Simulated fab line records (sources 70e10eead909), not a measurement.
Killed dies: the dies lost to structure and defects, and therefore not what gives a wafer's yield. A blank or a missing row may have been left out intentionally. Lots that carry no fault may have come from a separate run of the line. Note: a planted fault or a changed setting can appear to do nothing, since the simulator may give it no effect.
fab line records :: flow nand-harc
[record]
  lots = 5
  wafers = 15
  last-day = 24
route steps=1159 shown P_GATE@193
lots that met no fault: from a run of the same line without faults
start-h: hours from the record's opening day to when the first of the lot's shown wafers began :: wait-h: how many hours have passed since the lot's step before this one :: " repeats the value in the row above :: L1.1+2: one row covering several wafers at once :: - value missing, or start not given :: * or withheld: withheld :: < > ~ a bound
route shown NAME@n: a module of which the file shows steps, and the number in the route of the first :: usual: mean/standard deviation of fault-free wafers :: same: alike in all rows :: chamber/n: place in a boat :: sites: readings site by site :: _std_site: standard deviation of those values :: _edge_site: inner sites' mean taken away from outer sites' mean :: radius-mm: how far each site lies from the wafer's centre :: mask NAME#n: copy n :: behind: the most recent tool/chamber to have shaped the wafer :: hold: what put the lot on hold/how long, in hours/how the hold closed :: device: the n, p or np transistor that did not switch :: end of line: tests run on the same wafers once the route is complete :: where a step has no rows: the recipe by itself :: killed: dies that structure and defects cost at the first sort, which is not the same as the wafer's yield :: map: shows each die of a wafer: x if killed, . if not, _ if none is there
set.NAME: the run value of the setting; set.NAME@STEP: its run value at that earlier step :: model.NAME: the simulator's own value behind a step, which no gauge read
lots seen at some steps along the route; tables by step, rows by wafer
services: a tool's chamber out of use, with start hour (start-h, from the record's first day; less than 0 if before it), hours out, and reason
[[steps]]
[step NHARC_P_GATE_HMDS_84]
[recipe]
  time-s = 30
[same]
  time-s = 30
lot.wafer: L075.4+5+6
tool: litho-track-02
chamber: 0
start-h: -
wait-h: -

lot.wafer: L078.2+3+5
tool: litho-track-02
chamber: 0
start-h: -
wait-h: -

lot.wafer: L076.1+4+5
tool: litho-track-02
chamber: 0
start-h: -
wait-h: -

lot.wafer: L085.1+4+5
tool: litho-track-05
chamber: 0
start-h: -
wait-h: -

lot.wafer: L095.1+2+5
tool: litho-track-02
chamber: 0
start-h: -
wait-h: -
[step NHARC_P_GATE_COAT_85]
[recipe]
  spin-rpm = 3000
lot.wafer: L075.4+5+6
tool: litho-track-02
chamber: 0
start-h: -
wait-h: -

lot.wafer: L078.2+3+5
tool: litho-track-02
chamber: 0
start-h: -
wait-h: -

lot.wafer: L076.1+4+5
tool: litho-track-02
chamber: 0
start-h: -
wait-h: -

lot.wafer: L085.1+4+5
tool: litho-track-05
chamber: 0
start-h: -
wait-h: -

lot.wafer: L095.1+2+5
tool: litho-track-02
chamber: 0
start-h: -
wait-h: -
[step NHARC_P_GATE_SOFTBAKE_86]
[recipe]
  temp-c = 122
  time-s = 95
[same]
  time-s = 95
lot.wafer: L075.4+5+6
tool: litho-track-02
chamber: 0
start-h: -
wait-h: -

lot.wafer: L078.2+3+5
tool: litho-track-02
chamber: 0
start-h: -
wait-h: -

lot.wafer: L076.1+4+5
tool: litho-track-02
chamber: 0
start-h: -
wait-h: -

lot.wafer: L085.1+4+5
tool: litho-track-05
chamber: 0
start-h: -
wait-h: -

lot.wafer: L095.1+2+5
tool: litho-track-02
chamber: 0
start-h: -
wait-h: -
[step NHARC_P_GATE_EBR_87]
lot.wafer: L075.4+5+6
tool: litho-track-02
chamber: 0
start-h: -
wait-h: -

lot.wafer: L078.2+3+5
tool: litho-track-02
chamber: 0
start-h: -
wait-h: -

lot.wafer: L076.1+4+5
tool: litho-track-02
chamber: 0
start-h: -
wait-h: -

lot.wafer: L085.1+4+5
tool: litho-track-05
chamber: 0
start-h: -
wait-h: -

lot.wafer: L095.1+2+5
tool: litho-track-02
chamber: 0
start-h: -
wait-h: -
[step NHARC_P_GATE_EXPOSE_88]
[recipe]
  na = 0.6
  target-cd-nm = 2000
  dose-mj = 11.87
  mask-id = P_HVN
lot.wafer: L075.4+5+6
tool: krf-scanner-01
chamber: 0
start-h: 109.19
wait-h: -
mask: P_HVN#0

lot.wafer: L078.2+3+5
tool: krf-scanner-03
chamber: 0
start-h: 122.17
wait-h: -
mask: P_HVN#0

lot.wafer: L076.1+4+5
tool: krf-scanner-01
chamber: 0
start-h: 122.50
wait-h: -
mask: P_HVN#0

lot.wafer: L085.1+4+5
tool: krf-scanner-02
chamber: 0
start-h: 165.80
wait-h: -
mask: P_HVN#0

lot.wafer: L095.1+2+5
tool: krf-scanner-02
chamber: 0
start-h: 234.84
wait-h: -
mask: P_HVN#0
[step NHARC_P_GATE_PEB_89]
[recipe]
  peb-temp-c = 118
  peb-time-s = 85
lot.wafer: L075.4+5+6
tool: litho-track-02
chamber: 0
start-h: 109.24
wait-h: 0.0

lot.wafer: L078.2+3+5
tool: litho-track-07
chamber: 0
start-h: 122.24
wait-h: 0.1

lot.wafer: L076.1+4+5
tool: litho-track-07
chamber: 0
start-h: 122.57
wait-h: 0.1

lot.wafer: L085.1+4+5
tool: litho-track-07
chamber: 0
start-h: 165.87
wait-h: 0.1

lot.wafer: L095.1+2+5
tool: litho-track-02
chamber: 0
start-h: 234.91
wait-h: 0.1
[step NHARC_P_GATE_DEVELOP_90]
[recipe]
  time-s = 70
[same]
  time-s = 70
lot.wafer: L075.4+5+6
tool: litho-track-02
chamber: 0
start-h: -
wait-h: -

lot.wafer: L078.2+3+5
tool: litho-track-07
chamber: 0
start-h: -
wait-h: -

lot.wafer: L076.1+4+5
tool: litho-track-07
chamber: 0
start-h: -
wait-h: -

lot.wafer: L085.1+4+5
tool: litho-track-07
chamber: 0
start-h: -
wait-h: -

lot.wafer: L095.1+2+5
tool: litho-track-02
chamber: 0
start-h: -
wait-h: -
[step NHARC_P_GATE_CD_MEAS_91]
[recipe]
  target-cd-nm = 2000
  landing-energy-ev = 500
[usual]
  cd-nm = 1997.2/1.8
lot.wafer: L075.4
tool: cd-sem-01
chamber: 0
start-h: 109.33
wait-h: -
cd-nm: 1998.9

lot.wafer: L075.5
tool: cd-sem-01
chamber: 0
start-h: 109.33
wait-h: -
cd-nm: 1997.2

lot.wafer: L075.6
tool: cd-sem-01
chamber: 0
start-h: 109.33
wait-h: -
cd-nm: 1998.7

lot.wafer: L078.2
tool: cd-sem-02
chamber: 0
start-h: 122.33
wait-h: -
cd-nm: 1995.6

lot.wafer: L078.3
tool: cd-sem-02
chamber: 0
start-h: 122.33
wait-h: -
cd-nm: 1999.3

lot.wafer: L078.5
tool: cd-sem-02
chamber: 0
start-h: 122.33
wait-h: -
cd-nm: 2001.3

lot.wafer: L076.1
tool: cd-sem-01
chamber: 0
start-h: 122.66
wait-h: -
cd-nm: 2001.8

lot.wafer: L076.4
tool: cd-sem-01
chamber: 0
start-h: 122.66
wait-h: -
cd-nm: 1995.5

lot.wafer: L076.5
tool: cd-sem-01
chamber: 0
start-h: 122.66
wait-h: -
cd-nm: 1996.0

lot.wafer: L085.1
tool: cd-sem-01
chamber: 0
start-h: 165.96
wait-h: -
cd-nm: 1995.7

lot.wafer: L085.4
tool: cd-sem-01
chamber: 0
start-h: 165.96
wait-h: -
cd-nm: 1996.2

lot.wafer: L085.5
tool: cd-sem-01
chamber: 0
start-h: 165.96
wait-h: -
cd-nm: 1993.7

lot.wafer: L095.1
tool: cd-sem-03
chamber: 0
start-h: 235.00
wait-h: -
cd-nm: 1997.8

lot.wafer: L095.2
tool: cd-sem-03
chamber: 0
start-h: 235.00
wait-h: -
cd-nm: 1997.5

lot.wafer: L095.5
tool: cd-sem-03
chamber: 0
start-h: 235.00
wait-h: -
cd-nm: 1997.9
[[services]]
tool: krf-scanner-02
chamber: -
start-h: 143.20
hours: 0.4
kind: repair

tool: krf-scanner-02
chamber: -
start-h: 152.70
hours: 2.3
kind: repair

tool: litho-track-02
chamber: -
start-h: 165.00
hours: 7.0
kind: pm

tool: krf-scanner-01
chamber: -
start-h: 165.59
hours: 1.0
kind: repair

tool: krf-scanner-03
chamber: -
start-h: 168.00
hours: 4.0
kind: pm

tool: krf-scanner-02
chamber: -
start-h: 179.72
hours: 1.5
kind: repair

tool: litho-track-07
chamber: -
start-h: 189.00
hours: 7.0
kind: pm

tool: krf-scanner-02
chamber: -
start-h: 210.00
hours: 4.0
kind: pm
[[key]]
fault none
